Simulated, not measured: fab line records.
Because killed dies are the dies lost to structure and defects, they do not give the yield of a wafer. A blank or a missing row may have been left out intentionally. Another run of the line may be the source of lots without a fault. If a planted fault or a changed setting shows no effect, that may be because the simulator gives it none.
Split-lot trial || flow n5-finfet || route with 1938 steps; 7 lots, 39 wafers read

## THE SPLIT
At N5_DUMMY_GATE_ETCH_44 (etches poly-Si in HBr/O2, stops on SiO2, target depth 127.5 nm), the setting target-depth-a was moved away from the recipe's 1275 angstrom on 18 of the 39 wafers read, by -11.4% to +11.4%. For the rest of the wafers, this setting stayed at what the recipe calls for.

Reading taken at the split's own step.

## THE READING
oes-product-au, in a.u., at N5_DUMMY_GATE_ETCH_44 (etches poly-Si in HBr/O2, stops on SiO2, target depth 127.5 nm). Fault-free wafers of this fab line usually give 0.730 a.u., standard deviation 0.012 a.u.

{"wafer": "L074.1", "tool, chamber at the split": "rie-si-06, 0", "target-depth-a as run, angstrom": 1275, "against the recipe": "recipe", "oes-product-au, a.u.": 0.735, "against lot-mates on the recipe": "-"}
{"wafer": "L074.2", "tool, chamber at the split": "rie-si-06, 2", "target-depth-a as run, angstrom": 1130, "against the recipe": "-11.4%", "oes-product-au, a.u.": 0.775, "against lot-mates on the recipe": "+0.041"}
{"wafer": "L074.3", "tool, chamber at the split": "rie-si-06, 1", "target-depth-a as run, angstrom": 1130, "against the recipe": "-11.4%", "oes-product-au, a.u.": 0.770, "against lot-mates on the recipe": "+0.036"}
{"wafer": "L074.4", "tool, chamber at the split": "rie-si-06, 3", "target-depth-a as run, angstrom": 1130, "against the recipe": "-11.4%", "oes-product-au, a.u.": 0.800, "against lot-mates on the recipe": "+0.066"}
{"wafer": "L074.5", "tool, chamber at the split": "rie-si-06, 2", "target-depth-a as run, angstrom": 1275, "against the recipe": "recipe", "oes-product-au, a.u.": 0.735, "against lot-mates on the recipe": "-"}
{"wafer": "L074.6", "tool, chamber at the split": "rie-si-06, 1", "target-depth-a as run, angstrom": 1275, "against the recipe": "recipe", "oes-product-au, a.u.": 0.733, "against lot-mates on the recipe": "-"}
{"wafer": "L076.1", "tool, chamber at the split": "rie-si-04, 1", "target-depth-a as run, angstrom": 1347, "against the recipe": "+5.6%", "oes-product-au, a.u.": 0.717, "against lot-mates on the recipe": -0.004}
{"wafer": "L076.2", "tool, chamber at the split": "rie-si-04, 3", "target-depth-a as run, angstrom": 1347, "against the recipe": "+5.6%", "oes-product-au, a.u.": 0.708, "against lot-mates on the recipe": -0.013}
{"wafer": "L076.3", "tool, chamber at the split": "rie-si-04, 2", "target-depth-a as run, angstrom": 1347, "against the recipe": "+5.6%", "oes-product-au, a.u.": 0.708, "against lot-mates on the recipe": -0.013}
{"wafer": "L076.4", "tool, chamber at the split": "rie-si-04, 0", "target-depth-a as run, angstrom": 1275, "against the recipe": "recipe", "oes-product-au, a.u.": 0.719, "against lot-mates on the recipe": "-"}
{"wafer": "L076.5", "tool, chamber at the split": "rie-si-04, 3", "target-depth-a as run, angstrom": 1275, "against the recipe": "recipe", "oes-product-au, a.u.": 0.716, "against lot-mates on the recipe": "-"}
{"wafer": "L076.6", "tool, chamber at the split": "rie-si-04, 2", "target-depth-a as run, angstrom": 1275, "against the recipe": "recipe", "oes-product-au, a.u.": 0.729, "against lot-mates on the recipe": "-"}
{"wafer": "L079.1", "tool, chamber at the split": "rie-si-04, 3", "target-depth-a as run, angstrom": 1275, "against the recipe": "recipe", "oes-product-au, a.u.": 0.723, "against lot-mates on the recipe": "-"}
{"wafer": "L079.4", "tool, chamber at the split": "rie-si-04, 2", "target-depth-a as run, angstrom": 1275, "against the recipe": "recipe", "oes-product-au, a.u.": 0.737, "against lot-mates on the recipe": "-"}
{"wafer": "L079.5", "tool, chamber at the split": "rie-si-04, 3", "target-depth-a as run, angstrom": 1275, "against the recipe": "recipe", "oes-product-au, a.u.": 0.730, "against lot-mates on the recipe": "-"}
{"wafer": "L083.1", "tool, chamber at the split": "rie-si-04, 0", "target-depth-a as run, angstrom": 1345, "against the recipe": "+5.5%", "oes-product-au, a.u.": 0.703, "against lot-mates on the recipe": -0.028}
{"wafer": "L083.2", "tool, chamber at the split": "rie-si-04, 2", "target-depth-a as run, angstrom": 1275, "against the recipe": "recipe", "oes-product-au, a.u.": 0.725, "against lot-mates on the recipe": "-"}
{"wafer": "L083.3", "tool, chamber at the split": "rie-si-04, 1", "target-depth-a as run, angstrom": 1345, "against the recipe": "+5.5%", "oes-product-au, a.u.": 0.707, "against lot-mates on the recipe": -0.024}
{"wafer": "L083.4", "tool, chamber at the split": "rie-si-04, 3", "target-depth-a as run, angstrom": 1275, "against the recipe": "recipe", "oes-product-au, a.u.": 0.732, "against lot-mates on the recipe": "-"}
{"wafer": "L083.5", "tool, chamber at the split": "rie-si-04, 2", "target-depth-a as run, angstrom": 1275, "against the recipe": "recipe", "oes-product-au, a.u.": 0.737, "against lot-mates on the recipe": "-"}
{"wafer": "L083.6", "tool, chamber at the split": "rie-si-04, 3", "target-depth-a as run, angstrom": 1345, "against the recipe": "+5.5%", "oes-product-au, a.u.": 0.695, "against lot-mates on the recipe": -0.036}
{"wafer": "L086.1", "tool, chamber at the split": "rie-si-04, 0", "target-depth-a as run, angstrom": 1186, "against the recipe": "-7.0%", "oes-product-au, a.u.": 0.769, "against lot-mates on the recipe": "+0.044"}
{"wafer": "L086.2", "tool, chamber at the split": "rie-si-04, 3", "target-depth-a as run, angstrom": 1186, "against the recipe": "-7.0%", "oes-product-au, a.u.": 0.756, "against lot-mates on the recipe": "+0.031"}
{"wafer": "L086.3", "tool, chamber at the split": "rie-si-04, 1", "target-depth-a as run, angstrom": 1275, "against the recipe": "recipe", "oes-product-au, a.u.": 0.731, "against lot-mates on the recipe": "-"}
{"wafer": "L086.4", "tool, chamber at the split": "rie-si-04, 2", "target-depth-a as run, angstrom": 1275, "against the recipe": "recipe", "oes-product-au, a.u.": 0.722, "against lot-mates on the recipe": "-"}
{"wafer": "L086.5", "tool, chamber at the split": "rie-si-04, 0", "target-depth-a as run, angstrom": 1275, "against the recipe": "recipe", "oes-product-au, a.u.": 0.723, "against lot-mates on the recipe": "-"}
{"wafer": "L086.6", "tool, chamber at the split": "rie-si-04, 1", "target-depth-a as run, angstrom": 1186, "against the recipe": "-7.0%", "oes-product-au, a.u.": 0.753, "against lot-mates on the recipe": "+0.028"}
{"wafer": "L090.1", "tool, chamber at the split": "rie-si-04, 3", "target-depth-a as run, angstrom": 1366, "against the recipe": "+7.1%", "oes-product-au, a.u.": 0.695, "against lot-mates on the recipe": -0.039}
{"wafer": "L090.2", "tool, chamber at the split": "rie-si-04, 2", "target-depth-a as run, angstrom": 1275, "against the recipe": "recipe", "oes-product-au, a.u.": 0.738, "against lot-mates on the recipe": "-"}
{"wafer": "L090.3", "tool, chamber at the split": "rie-si-04, 1", "target-depth-a as run, angstrom": 1366, "against the recipe": "+7.1%", "oes-product-au, a.u.": 0.703, "against lot-mates on the recipe": -0.031}
{"wafer": "L090.4", "tool, chamber at the split": "rie-si-04, 0", "target-depth-a as run, angstrom": 1366, "against the recipe": "+7.1%", "oes-product-au, a.u.": 0.713, "against lot-mates on the recipe": -0.021}
{"wafer": "L090.5", "tool, chamber at the split": "rie-si-04, 2", "target-depth-a as run, angstrom": 1275, "against the recipe": "recipe", "oes-product-au, a.u.": 0.731, "against lot-mates on the recipe": "-"}
{"wafer": "L090.6", "tool, chamber at the split": "rie-si-04, 3", "target-depth-a as run, angstrom": 1275, "against the recipe": "recipe", "oes-product-au, a.u.": 0.734, "against lot-mates on the recipe": "-"}
{"wafer": "L091.1", "tool, chamber at the split": "rie-si-06, 2", "target-depth-a as run, angstrom": 1275, "against the recipe": "recipe", "oes-product-au, a.u.": 0.730, "against lot-mates on the recipe": "-"}
{"wafer": "L091.2", "tool, chamber at the split": "rie-si-06, 1", "target-depth-a as run, angstrom": 1275, "against the recipe": "recipe", "oes-product-au, a.u.": 0.731, "against lot-mates on the recipe": "-"}
{"wafer": "L091.3", "tool, chamber at the split": "rie-si-06, 0", "target-depth-a as run, angstrom": 1420, "against the recipe": "+11.4%", "oes-product-au, a.u.": 0.696, "against lot-mates on the recipe": -0.033}
{"wafer": "L091.4", "tool, chamber at the split": "rie-si-06, 3", "target-depth-a as run, angstrom": 1420, "against the recipe": "+11.4%", "oes-product-au, a.u.": 0.715, "against lot-mates on the recipe": -0.014}
{"wafer": "L091.5", "tool, chamber at the split": "rie-si-06, 0", "target-depth-a as run, angstrom": 1420, "against the recipe": "+11.4%", "oes-product-au, a.u.": 0.701, "against lot-mates on the recipe": -0.028}
{"wafer": "L091.6", "tool, chamber at the split": "rie-si-06, 1", "target-depth-a as run, angstrom": 1275, "against the recipe": "recipe", "oes-product-au, a.u.": 0.725, "against lot-mates on the recipe": "-"}

THE FIT
A straight line over all 39 wafers: oes-product-au changes by -0.0037 a.u. for each +1% of target-depth-a; r = -0.92; the points scatter about the line by 0.0092 a.u.
The same after taking each lot's own level away (the mean of its wafers on the recipe; 39 wafers): -0.00361 a.u. for each +1%; r = -0.91; scatter 0.0092 a.u.
According to that fit, moving target-depth-a by its largest amount changes the reading by 0.041 a.u.
From 0.7213 to 0.7343 a.u.: that is the span of the lots' own levels, equal to 1.1 times the standard deviation above.
Hence the lot-to-lot level has little effect on the slope; both slopes agree.
Check: +0.0436 a.u. against its lot-mates is what the line predicts for one of the wafers moved furthest among these (-11.4%) when that wafer is left out of the fit. It came out at +0.0407 a.u. against them.
Tool readings at the split's step, against how far the setting was moved: oes-product-au r = -0.92.

## FURTHER SPLITS ON THESE WAFERS
These wafers also went through other splits before the reading. Each is held against what the fit with the lots' levels taken away leaves over:
{"other split on the same wafers": "N5_FIN_SAQP_SPACER1_ALD_24 temp-c", "wafers away from the commonest value": 18, "r with oes-product-au (lot level and that fit taken away)": -0.20}
{"other split on the same wafers": "N5_DUMMY_GATE_ETCH_31 target-depth-a", "wafers away from the commonest value": 12, "r with oes-product-au (lot level and that fit taken away)": -0.30}
{"other split on the same wafers": "N5_DUMMY_GATE_ETCH_32 time-s", "wafers away from the commonest value": 18, "r with oes-product-au (lot level and that fit taken away)": "+0.06"}

## FILE'S OWN FIT
oes-product-au changes by -0.00357 a.u. for each +1% of target-depth-a, r = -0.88.
